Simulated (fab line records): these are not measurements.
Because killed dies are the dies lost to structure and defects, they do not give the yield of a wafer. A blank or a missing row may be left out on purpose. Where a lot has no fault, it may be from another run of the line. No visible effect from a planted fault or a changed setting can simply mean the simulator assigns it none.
Lot-split experiment -- flow n5_finfet -- route with 1938 steps; 7 lots, 21 wafers read

## ON THE SPLIT
At N5_BEOL_M15_TRENCH_ETCH_34 (etches SiO2 in C4F8/O2/Ar, target depth 872.93 nm, time 199 s), the setting time_s was moved away from the recipe's 199 s on 9 of the 21 wafers read, by -12.7% to +16.5%. For the rest of the wafers, this setting stayed at what the recipe calls for.

## FROM THE SPLIT TO THE READING: what the file shows between them, 7 steps
- N5_BEOL_M15_STRIP_36: strips in O2
- N5_BEOL_M15_ECD_47: material Cu, target thk 1860 nm
- N5_BEOL_M15_ANNEAL_48: time 90 s
- N5_BEOL_M15_CMP_49: polishes, stops on SiO2, t overpolish 4.9 s, target thk 850 nm
- N5_BEOL_M15_THK_MEAS_50: measures by xrf
- N5_BEOL_M15_PRE_CLEAN_52: time 15 s
- N5_BEOL_M15_DEP_53: deposits SiCN from 3MS/NH3, target thk 50 nm, time 17.8 s

## THE READING
M15_RS in ohm/sq, measured at N5_BEOL_M15_RS_MEAS_54 by four-point-probe. On this fab line, fault-free wafers typically give 0.0217 ohm/sq with a standard deviation of 0.0005 ohm/sq.

wafer,"tool, chamber at the split","time_s as run, s",against the recipe,"M15_RS, ohm/sq",against lot-mates on the recipe
L076.3,"rie_diel-02, 2",199,recipe,0.0225,-
L076.4,"rie_diel-02, 1",231,+16.1%,0.0187,-0.0038
L076.5,"rie_diel-02, 3",231,+16.1%,0.0193,-0.0032
L079.1,"rie_diel-05, 2",218.1,+9.6%,0.0197,-0.0016
L079.3,"rie_diel-05, 1",218.1,+9.6%,0.0193,-0.0020
L079.5,"rie_diel-05, 1",199,recipe,0.0213,-
L084.1,"rie_diel-02, 3",199,recipe,0.0213,-
L084.2,"rie_diel-02, 2",199,recipe,0.0223,-
L084.4,"rie_diel-02, 0",199,recipe,0.0215,-
L085.2,"rie_diel-05, 3",199,recipe,0.0217,-
L085.3,"rie_diel-05, 0",185.7,-6.7%,0.0239,+0.0021
L085.4,"rie_diel-05, 2",199,recipe,0.0219,-
L086.2,"rie_diel-05, 3",199,recipe,0.0222,-
L086.3,"rie_diel-05, 0",173.7,-12.7%,0.0257,+0.0041
L086.6,"rie_diel-05, 1",199,recipe,0.0210,-
L089.1,"rie_diel-03, 1",199,recipe,0.0208,-
L089.3,"rie_diel-03, 0",231.8,+16.5%,0.0180,-0.0030
L089.5,"rie_diel-03, 0",199,recipe,0.0211,-
L092.1,"rie_diel-02, 2",199,recipe,0.0221,-
L092.3,"rie_diel-02, 3",221.9,+11.5%,0.0192,-0.0029
L092.4,"rie_diel-02, 1",221.9,+11.5%,0.0191,-0.0030

FIT RESULTS
A straight line over all 21 wafers: M15_RS changes by -0.000225 ohm/sq for each +1% of time_s; r = -0.95; the points scatter about the line by 0.0006 ohm/sq.
The same after taking each lot's own level away (the mean of its wafers on the recipe; 21 wafers): -0.000237 ohm/sq for each +1%; r = -0.97; scatter 0.00046 ohm/sq.
The reading moves by 0.0039 ohm/sq for the largest change in time_s, on that fit.
The span of the lots' own levels, 0.02095 to 0.02250 ohm/sq, comes to 3.1 times the standard deviation stated above.
The two slopes are in agreement: the lot-to-lot level therefore moves the slope only a little.
Check: with one of the wafers moved furthest among these (+16.5%) left out of the fit, the line predicts -0.00391 ohm/sq for it against its lot-mates. Against them it came out at -0.00295 ohm/sq.

## THE WHOLE CHAIN: every reading that the file lists as answering this split, in the file's order
step,what it does,reading,change (the file's fit),r (the file's)
N5_BEOL_M15_TRENCH_ETCH_34,"etches SiO2 in C4F8/O2/Ar, target depth 872.93 nm, time 199 s","etch.depth_nm (the simulator's own value, which no gauge read)",+9.54 nm for each +1% of the setting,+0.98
N5_BEOL_M15_TRENCH_ETCH_34,"etches SiO2 in C4F8/O2/Ar, target depth 872.93 nm, time 199 s","coat_of_BEOL_M15_COAT_22.thk_nm (the simulator's own value, which no gauge read)",-2 nm for each +1% of the setting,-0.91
N5_BEOL_M15_CMP_49,"polishes, stops on SiO2, t overpolish 4.9 s, target thk 850 nm","Cu_of_BEOL_M15_ECD_47.thk_nm (the simulator's own value, which no gauge read)",+9.5 nm for each +1% of the setting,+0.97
N5_BEOL_M15_THK_MEAS_50,measures by xrf,M15_THK,+9.65 for each +1% of the setting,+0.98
N5_BEOL_M15_RS_MEAS_54,measures by four-point-probe,M15_RS,-0.000231 for each +1% of the setting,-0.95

## THE FILE'S OWN FIT
M15_RS changes by -0.000231 ohm/sq for each +1% of time_s, r = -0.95.
